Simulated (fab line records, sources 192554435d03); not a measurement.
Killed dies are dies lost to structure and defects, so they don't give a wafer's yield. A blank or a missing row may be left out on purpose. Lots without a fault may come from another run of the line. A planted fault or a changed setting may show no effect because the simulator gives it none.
Split-lot experiment | flow n5_finfet | 7 lots, 39 wafers read, on a route of 1938 steps

THE SPLIT
At N5_MOL_CONTACT_COAG_SPUTTER_130 (material Co, target thk 47.5 nm), the setting target_thk_a was moved away from the recipe's 475 angstrom on 9 of the 39 wafers read, by -9.9% to +9.5%. The other wafers ran this setting at the recipe's value.

The reading is taken at the split's own step.

THE READING
Co_of_MOL_CONTACT_COAG_SPUTTER_130.thk_nm (the simulator's own value, which no gauge read), in nm, at N5_MOL_CONTACT_COAG_SPUTTER_130 (material Co, target thk 47.5 nm). The file gives no usual value for it. The 30 wafers here that ran the recipe average 47.6 nm, standard deviation 0.39 nm.

wafer  | tool, chamber at the split | target_thk_a as run, angstrom | against the recipe | Co_of_MOL_CONTACT_COAG_SPUTTER_130.thk_nm, nm | against lot-mates on the recipe
L076.1 | pvd_sputter-03, -          | 496.5                         | +4.5%              | 50.2                                          | +2.5
L076.2 | pvd_sputter-03, -          | 496.5                         | +4.5%              | 49.2                                          | +1.5
L076.3 | pvd_sputter-03, -          | 475                           | recipe             | 47.8                                          | -
L076.5 | pvd_sputter-03, -          | 475                           | recipe             | 47.8                                          | -
L076.4 | pvd_sputter-03, -          | 475                           | recipe             | 47.4                                          | -
L076.6 | pvd_sputter-03, -          | 496.5                         | +4.5%              | 50                                            | +2.3
L078.1 | pvd_sputter-03, -          | 475                           | recipe             | 47.4                                          | -
L078.5 | pvd_sputter-03, -          | 475                           | recipe             | 47.4                                          | -
L078.2 | pvd_sputter-03, -          | 475                           | recipe             | 47.6                                          | -
L078.3 | pvd_sputter-03, -          | 475                           | recipe             | 47.6                                          | -
L078.4 | pvd_sputter-03, -          | 475                           | recipe             | 47.6                                          | -
L078.6 | pvd_sputter-03, -          | 475                           | recipe             | 47.8                                          | -
L079.1 | pvd_sputter-01, -          | 428.1                         | -9.9%              | 43.6                                          | -4.3
L079.2 | pvd_sputter-01, -          | 475                           | recipe             | 47.2                                          | -
L079.3 | pvd_sputter-01, -          | 475                           | recipe             | 48                                            | -
L079.4 | pvd_sputter-01, -          | 428.1                         | -9.9%              | 43                                            | -4.9
L079.5 | pvd_sputter-01, -          | 475                           | recipe             | 48.6                                          | -
L079.6 | pvd_sputter-01, -          | 428.1                         | -9.9%              | 42.8                                          | -5.1
L080.2 | pvd_sputter-03, -          | 475                           | recipe             | 48.4                                          | -
L080.5 | pvd_sputter-03, -          | 475                           | recipe             | 47.4                                          | -
L080.6 | pvd_sputter-03, -          | 475                           | recipe             | 47.8                                          | -
L090.1 | pvd_sputter-02, -          | 520.1                         | +9.5%              | 51.4                                          | +4.4
L090.2 | pvd_sputter-02, -          | 520.1                         | +9.5%              | 51                                            | +4.0
L090.3 | pvd_sputter-02, -          | 520.1                         | +9.5%              | 52                                            | +5.0
L090.4 | pvd_sputter-02, -          | 475                           | recipe             | 47                                            | -
L090.5 | pvd_sputter-02, -          | 475                           | recipe             | 47.2                                          | -
L090.6 | pvd_sputter-02, -          | 475                           | recipe             | 46.8                                          | -
L094.1 | pvd_sputter-01, -          | 475                           | recipe             | 47.4                                          | -
L094.5 | pvd_sputter-01, -          | 475                           | recipe             | 47.4                                          | -
L094.2 | pvd_sputter-01, -          | 475                           | recipe             | 48                                            | -
L094.3 | pvd_sputter-01, -          | 475                           | recipe             | 48                                            | -
L094.4 | pvd_sputter-01, -          | 475                           | recipe             | 47.6                                          | -
L094.6 | pvd_sputter-01, -          | 475                           | recipe             | 47.8                                          | -
L097.1 | pvd_sputter-03, -          | 475                           | recipe             | 47.4                                          | -
L097.2 | pvd_sputter-03, -          | 475                           | recipe             | 47.8                                          | -
L097.5 | pvd_sputter-03, -          | 475                           | recipe             | 47.8                                          | -
L097.3 | pvd_sputter-03, -          | 475                           | recipe             | 47                                            | -
L097.4 | pvd_sputter-03, -          | 475                           | recipe             | 47.2                                          | -
L097.6 | pvd_sputter-03, -          | 475                           | recipe             | 48                                            | -

THE FIT
A straight line over all 39 wafers: Co_of_MOL_CONTACT_COAG_SPUTTER_130.thk_nm changes by +0.436 nm for each +1% of target_thk_a; r = +0.97; the points scatter about the line by 0.42 nm.
The same after taking each lot's own level away (the mean of its wafers on the recipe; 39 wafers): +0.478 nm for each +1%; r = +0.98; scatter 0.34 nm.
On that fit, the largest move of target_thk_a shifts the reading by 4.7 nm.
The lots' own levels span 47.00 to 47.93 nm, that is 2.4 times the standard deviation above.
So the lot-to-lot level changes the slope little: the two slopes agree.
Check: with one of the wafers moved furthest among these (-9.9%) left out of the fit, the line predicts -4.83 nm for it against its lot-mates. It came out at -4.33 nm against them.

OTHER SPLITS ON THESE WAFERS
These wafers also went through other splits before the reading. Each is held against what the fit with the lots' levels taken away leaves over:
other split on the same wafers          | wafers away from the commonest value | r with Co_of_MOL_CONTACT_COAG_SPUTTER_130.thk_nm (lot level and that fit taken away)
N5_FIN_SAQP_HM_DEP_03 time_s            | 9                                    | -0.07
N5_FIN_SAQP_MANDREL_ETCH_58 bias_w      | 9                                    | +0.00
N5_DUMMY_GATE_EXPOSE_12 dose_mj         | 15                                   | +0.05
N5_DUMMY_GATE_ETCH_42 bias_w            | 15                                   | +0.28
N5_SD_EPI_P_SD_RECESS_17 target_depth_a | 15                                   | +0.17

THE FILE'S OWN FIT
Co_of_MOL_CONTACT_COAG_SPUTTER_130.thk_nm changes by +0.478 nm for each +1% of target_thk_a, r = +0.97.
